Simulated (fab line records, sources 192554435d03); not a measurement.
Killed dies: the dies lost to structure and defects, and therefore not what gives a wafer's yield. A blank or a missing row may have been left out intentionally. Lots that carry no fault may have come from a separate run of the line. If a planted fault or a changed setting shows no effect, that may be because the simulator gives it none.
fab line records    flow n5Finfet
record lots=9  wafers=27  lastDay=17
route steps=1938 shown BEOL_M11@1577 BEOL_M12@1602
lots untouched by any fault: they come from a run of this same line in which no faults occurred
startH: start of the lot's first displayed wafer, in hours after the record's first day    waitH: hours since the lot's step before    " as in the row above    L1.1+2: one row covering several wafers at once    - no value, or no start given    * or withheld: withheld    < > ~ a bound
route shown NAME@n: names a module that has steps shown in the file, with the first one's number in the route    usual: mean and standard deviation over wafers with no fault    same: alike in all rows    chamber/n: place in a boat    sites: per-site readings    _std_site: how widely they spread, as a standard deviation    _edge_site: the outer-site mean with the inner-site mean subtracted    radiusMm: for every site, how far away it sits from the centre of the wafer    mask NAME#n: copy n    behind: the last tool/chamber to shape the wafer    hold: why the lot went on hold/how many hours it stayed there/how the hold came to an end    device: which transistor (n, p or np) failed to switch    end of line: the same wafers' tests at the end of the route    a step with no rows: only its recipe    killed: at the first sort, the dies lost to defects and structure; wafer yield is something else    map: a wafer's dies, x killed, . not, _ none there
set.NAME: the run value of the setting; set.NAME@STEP: its run value at that earlier step    model.NAME: the simulator's own value behind a step, which no gauge read
a sample of lots followed through the steps of the route, with each step as a table and each wafer as a row
services: from which hour (startH, from the record's first day; less than 0 if before it) a tool's chamber was out of use, for how many hours, and why
## steps
# step N5_BEOL_M11_STRIP_36
# recipe chemistry=N2/H2  powerW=450  tempC=40  pressureMtorr=20  rfFrequencyHz=6e+07  overashFraction=0.3  biasPowerW=7  h2Frac=0.5  n2FlowSccm=200  h2FlowSccm=200
# usual drypumpMotorCurrentA=5.7/0.4  oesProductAu=0.78/0.09  rfVppV=59.3/1.8  showerheadPlenumPTorr=2.53/0.088  throttleValvePct=23.67/0.24
lot.wafer  tool        chamber  startH  waitH  drypumpMotorCurrentA  oesProductAu  rfHoursCounterH  rfVppV  showerheadPlenumPTorr  throttleValvePct
L116.1     rieDiel-02  2        245.96  0.0    5.8                   0.75          161              59.4    2.54                   24.01
L116.4     "           3        "       "      4.9                   0.72          224              58.8    2.40                   23.95
L116.6     "           1        "       "      6.4                   0.96          -                57.7    2.49                   23.25
L117.3     rieDiel-03  2        259.85  0.0    6.0                   0.74          188              59.7    2.43                   23.86
L117.5     "           3        "       "      5.5                   0.69          -                59.2    2.63                   23.53
L117.6     "           2        "       "      6.0                   0.74          -                61.0    2.43                   23.87
L123.4     rieDiel-04  2        282.42  0.0    5.8                   0.71          194              58.3    2.51                   23.38
L123.5     "           2        "       "      5.8                   0.72          -                60.1    2.51                   23.43
L123.6     "           3        "       "      6.3                   0.83          -                57.4    2.68                   23.95
L124.4     rieDiel-03  3        299.73  0.0    5.6                   0.68          219              61.1    2.62                   23.55
L124.5     "           2        "       "      6.0                   0.73          -                62.2    2.43                   23.89
L124.6     "           3        "       "      5.5                   0.68          -                58.6    2.63                   23.56
L128.1     rieDiel-03  0        306.90  0.0    5.9                   0.81          88               59.2    2.45                   23.55
L128.3     "           3        "       "      5.5                   0.70          221              60.3    2.62                   23.56
L128.6     "           2        "       "      6.0                   0.73          -                59.6    2.43                   23.87
L129.2     rieDiel-02  3        309.08  0.0    4.9                   0.71          243              61.7    2.39                   23.94
L129.4     "           3        "       "      4.9                   0.70          -                61.3    2.39                   23.97
L129.5     "           2        "       "      5.8                   0.74          -                58.6    2.53                   24.05
L130.4     rieDiel-03  3        323.27  0.0    5.5                   0.67          -                59.5    2.62                   23.58
L130.5     "           2        "       "      6.0                   0.73          -                55.5    2.43                   23.87
L130.6     "           1        "       "      5.7                   0.73          -                56.3    2.52                   23.46
L131.1     rieDiel-04  2        343.34  0.0    5.8                   0.70          214              58.7    2.50                   23.45
L131.3     "           1        "       "      5.2                   0.90          26               59.8    2.60                   23.67
L131.5     "           1        "       "      5.2                   0.91          -                59.3    2.60                   23.69
L134.2     rieDiel-03  2        350.58  0.0    6.1                   0.73          215              56.5    2.42                   23.92
L134.3     "           1        "       "      5.7                   0.74          192              58.2    2.52                   23.47
L134.5     "           0        "       "      5.9                   0.82          -                57.9    2.45                   23.58
# step N5_BEOL_M11_CURE_72
# recipe tempC=370  timeS=120  ambient=DMADMS/He  material=SiCOH_lowk
# usual lampPowerPct=52.32/0.055  wafer_temp_C_max=372.0/0.79
lot.wafer  tool       chamber  startH  waitH  lampPowerPct  wafer_temp_C_max
L116.1     uvCure-02  0        246.38  0.0    52.27         371.0
L116.4     "          0        "       "      52.26         371.2
L116.6     "          0        "       "      52.21         371.2
L117.3     uvCure-03  0        260.46  0.1    52.30         371.7
L117.5     "          0        "       "      52.37         371.9
L117.6     "          0        "       "      52.42         372.1
L123.4     uvCure-02  0        283.51  0.7    52.35         370.9
L123.5     "          0        "       "      52.40         371.4
L123.6     "          0        "       "      52.28         370.6
L124.4     uvCure-03  0        300.44  0.3    52.26         371.7
L124.5     "          0        "       "      52.27         372.4
L124.6     "          0        "       "      52.24         371.7
L128.1     uvCure-02  0        307.33  0.0    52.32         371.4
L128.3     "          0        "       "      52.33         371.1
L128.6     "          0        "       "      52.26         371.4
L129.2     uvCure-02  0        309.54  0.1    52.37         371.0
L129.4     "          0        "       "      52.26         371.5
L129.5     "          0        "       "      52.31         371.2
L130.4     uvCure-01  0        323.97  0.3    52.29         373.3
L130.5     "          0        "       "      52.33         372.6
L130.6     "          0        "       "      52.34         373.1
L131.1     uvCure-02  2        344.03  0.3    52.39         371.2
L131.3     "          2        "       "      52.27         371.3
L131.5     "          2        "       "      52.35         371.0
L134.2     uvCure-01  2        351.05  0.1    52.19         372.2
L134.3     "          2        "       "      52.32         371.8
L134.5     "          2        "       "      52.27         372.5
# step N5_BEOL_M11_DEP_56
# recipe material=SiCN  targetThkA=300  tempC=withheld  precursor=3MS/NH3  pressureTorr=3  rfW=675  timeS=10.5
# usual showerheadPlenumPTorr=4.157/0.016  throttleValvePct=18.6/1.2
lot.wafer  tool      chamber  startH  waitH  showerheadPlenumPTorr  throttleValvePct
L116.1     pecvd-04  2        250.01  0.0    4.153                  17.5
L116.4     "         2        "       "      4.145                  17.0
L116.6     "         0        "       "      4.160                  18.9
L117.3     pecvd-01  2        262.72  0.0    4.124                  17.0
L117.5     "         1        "       "      4.157                  16.5
L117.6     "         2        "       "      4.123                  17.1
L123.4     pecvd-04  0        287.26  0.0    4.165                  19.2
L123.5     "         2        "       "      4.138                  17.4
L123.6     "         1        "       "      4.185                  20.1
L124.4     pecvd-04  1        302.98  0.0    4.167                  20.2
L124.5     "         2        "       "      4.145                  17.4
L124.6     "         0        "       "      4.160                  18.8
L128.1     pecvd-04  0        309.63  0.0    4.164                  18.9
L128.3     "         1        "       "      4.177                  20.1
L128.6     "         2        "       "      4.149                  17.3
L129.2     pecvd-03  2        313.20  0.0    4.153                  18.0
L129.4     "         2        "       "      4.139                  18.1
L129.5     "         1        "       "      4.157                  19.5
L130.4     pecvd-04  1        329.57  0.0    4.174                  20.1
L130.5     "         0        "       "      4.168                  19.2
L130.6     "         2        "       "      4.147                  17.5
L131.1     pecvd-01  2        347.65  0.0    4.124                  17.1
L131.3     "         1        "       "      4.164                  16.2
L131.5     "         2        "       "      4.126                  17.4
L134.2     pecvd-01  1        353.44  0.0    4.143                  16.6
L134.3     "         2        "       "      4.135                  17.5
L134.5     "         2        "       "      4.131                  17.3
# step N5_BEOL_M12_ILD_DEP_00
# recipe material=SiOC  targetThkA=6589.2  tempC=350  precursor=DEMS/O2  pressureTorr=5  rfW=500  timeS=130.7
# usual heaterPowerW=492/69  showerheadPlenumPTorr=5.691/0.017  throttleValvePct=11.9/0.63
lot.wafer  tool      chamber  startH  waitH  heaterPowerW  showerheadPlenumPTorr  throttleValvePct
L116.1     pecvd-02  2        250.15  0.0    403           5.676                  11.7
L116.4     "         2        "       "      427           5.675                  11.4
L116.6     "         1        "       "      408           5.728                  12.1
L117.3     pecvd-01  2        262.84  0.0    444           5.679                  11.4
L117.5     "         1        "       "      663           5.688                  10.9
L117.6     "         2        "       "      447           5.673                  11.3
L123.4     pecvd-03  2        287.42  0.1    488           5.681                  12.2
L123.5     "         0        "       "      417           5.688                  12.3
L123.6     "         1        "       "      574           5.684                  13.2
L124.4     pecvd-02  0        303.14  0.1    510           5.681                  11.8
L124.5     "         2        "       "      406           5.684                  11.7
L124.6     "         1        "       "      393           5.712                  11.9
L128.1     pecvd-02  0        309.76  0.0    535           5.681                  11.8
L128.3     "         2        "       "      437           5.677                  11.6
L128.6     "         1        "       "      467           5.723                  12.1
L129.2     pecvd-01  1        313.33  0.0    629           5.697                  10.8
L129.4     "         1        "       "      643           5.695                  10.9
L129.5     "         2        "       "      371           5.666                  11.4
L130.4     pecvd-01  2        329.73  0.1    454           5.689                  11.4
L130.5     "         1        "       "      644           5.691                  10.9
L130.6     "         0        "       "      527           5.689                  12.8
L131.1     pecvd-01  0        347.77  0.0    452           5.699                  12.7
L131.3     "         1        "       "      667           5.691                  10.9
L131.5     "         1        "       "      538           5.682                  11.0
L134.2     pecvd-01  1        353.56  0.0    654           5.684                  11.0
L134.3     "         0        "       "      486           5.689                  12.8
L134.5     "         1        "       "      657           5.674                  10.7
# step N5_BEOL_M12_THK_MEAS_01
# recipe reads=SiOC_of_BEOL_M12_ILD_DEP_00
# usual M12_ILD_THK=659/8.2
lot.wafer  tool          chamber  startH  waitH  M12_ILD_THK[nm]
L116.1     filmMetro-02  -        250.28  0.1    655
L116.4     "             -        "       "      669
L116.6     "             -        "       "      656
L117.3     filmMetro-02  -        262.98  0.1    662
L117.5     "             -        "       "      661
L117.6     "             -        "       "      677
L123.4     filmMetro-01  -        287.50  0.0    657
L123.5     "             -        "       "      662
L123.6     "             -        "       "      654
L124.4     filmMetro-02  -        303.22  0.0    669
L124.5     "             -        "       "      666
L124.6     "             -        "       "      667
L128.1     filmMetro-02  -        309.89  0.1    658
L128.3     "             -        "       "      664
L128.6     "             -        "       "      666
L129.2     filmMetro-01  -        313.46  0.1    648
L129.4     "             -        "       "      656
L129.5     "             -        "       "      670
L130.4     filmMetro-01  -        329.81  0.0    670
L130.5     "             -        "       "      657
L130.6     "             -        "       "      667
L131.1     filmMetro-02  -        347.92  0.1    737
L131.3     "             -        "       "      743
L131.5     "             -        "       "      750
L134.2     filmMetro-02  -        353.70  0.1    659
L134.3     "             -        "       "      747
L134.5     "             -        "       "      764
# step N5_BEOL_M12_STRIP_63
# recipe chemistry=N2/H2  powerW=1000  tempC=250  h2Frac=0.65  overashFraction=0.3  pressureMtorr=1000  n2FlowSccm=1750  h2FlowSccm=3250
# usual drypumpMotorCurrentA=5.59/0.24  heaterPowerW=332/17  oesProductAu=0.694/0.0045  stripTimeToEndpointS=42.6/0.77
lot.wafer  tool            chamber  startH  waitH  drypumpMotorCurrentA  heaterPowerW  oesProductAu  rfHoursCounterH  stripTimeToEndpointS
L116.1     plasmaAsher-02  1        251.16  -      5.81                  322           0.696         60               42.7
L116.4     "               1        "       "      5.82                  314           0.685         -                41.8
L116.6     "               0        "       "      5.33                  339           0.689         -                42.8
L117.3     plasmaAsher-02  1        263.67  -      5.78                  316           0.701         -                42.9
L117.5     "               1        "       "      5.77                  315           0.697         -                42.3
L117.6     "               0        "       "      5.37                  351           0.689         -                41.3
L123.4     plasmaAsher-01  1        288.53  -      5.89                  308           0.696         -                42.7
L123.5     "               1        "       "      5.90                  308           0.696         -                42.2
L123.6     "               0        "       "      5.38                  351           0.700         -                43.1
L124.4     plasmaAsher-01  0        303.93  -      5.37                  355           0.687         -                40.5
L124.5     "               1        "       "      5.89                  310           0.692         -                41.2
L124.6     "               0        "       "      5.36                  361           0.691         -                41.7
L128.1     plasmaAsher-01  1        310.69  -      5.89                  313           0.695         147              42.3
L128.3     "               0        "       "      5.36                  353           0.702         -                42.7
L128.6     "               1        "       "      5.90                  315           0.696         -                42.2
L129.2     plasmaAsher-02  1        314.39  -      5.82                  318           0.696         73               43.8
L129.4     "               0        "       "      5.37                  341           0.696         -                42.9
L129.5     "               1        "       "      5.80                  330           0.696         -                42.1
L130.4     plasmaAsher-01  1        330.63  -      5.88                  307           0.691         -                41.5
L130.5     "               0        "       "      5.36                  363           0.696         -                42.6
L130.6     "               1        "       "      5.89                  314           0.689         -                41.6
L131.1     plasmaAsher-02  1        348.60  -      5.80                  320           0.689         79               36.8
L131.3     "               1        "       "      5.78                  307           0.685         -                35.7
L131.5     "               0        "       "      5.35                  349           0.691         -                34.8
L134.2     plasmaAsher-01  0        354.96  -      5.34                  349           0.687         155              43.2
L134.3     "               0        "       "      5.35                  354           0.686         -                35.1
L134.5     "               0        "       "      5.33                  353           0.689         -                34.9
## services
tool            chamber  startH  hours  kind
plasmaAsher-02  -        222.88  3.7    repair
rieDiel-04      1        225.88  -      clean
pecvd-03        1        241.93  22.3   repair
pecvd-01        2        250.89  -      calibration
uvCure-03       -        256.83  2.1    pm
rieDiel-02      1        257.11  6.0    repair
pecvd-02        2        267.49  5.5    scheduledDown
pecvd-02        1        272.95  2.1    scheduledDown
pecvd-02        0        279.07  4.1    repair
pecvd-04        1        280.59  5.5    scheduledDown
rieDiel-04      0        284.54  18.3   repair
pecvd-01        -        293.53  14.6   pm
rieDiel-02      3        293.80  6.4    repair
plasmaAsher-01  -        295.86  2.8    pm
rieDiel-03      0        318.87  4.7    repair
pecvd-02        1        319.10  5.5    scheduledDown
rieDiel-03      0        325.59  3.4    repair
uvCure-02       -        325.66  7.5    pm
pecvd-01        1        332.56  5.5    scheduledDown
pecvd-02        -        339.09  14.6   pm
uvCure-03       -        340.72  1.1    repair
uvCure-02       -        342.73  1.0    pm
pecvd-04        2        342.93  5.5    scheduledDown
rieDiel-04      1        350.14  7.9    repair
## key
firstSign step=N5_BEOL_M12_THK_MEAS_01  reading=M12_ILD_THK  direction=up  sigmas=11  usual=659  struck=748
effect step=N5_BEOL_M12_STRIP_63  reading=stripTimeToEndpointS  direction=down  sigmas=9.2  usual=*  struck=*
metAt N5_BEOL_M12_ILD_DEP_00
struckLots L131,L134
struckWafers L131.1,L131.3,L131.5,L134.3,L134.5
notActingAt N5_BEOL_M11_STRIP_36,N5_BEOL_M11_CURE_72,N5_BEOL_M11_DEP_56
onsetBetween 329.73 347.77
fault kind=processParameterDrift  tool=pecvd-01  chamber=-  onsetH=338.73  steps=N5_BEOL_M12_ILD_DEP_00  channel=targetThkA  offset=*  shape=step  endH=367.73  scope=struckWafersOnly  actsIn=*  stated=*
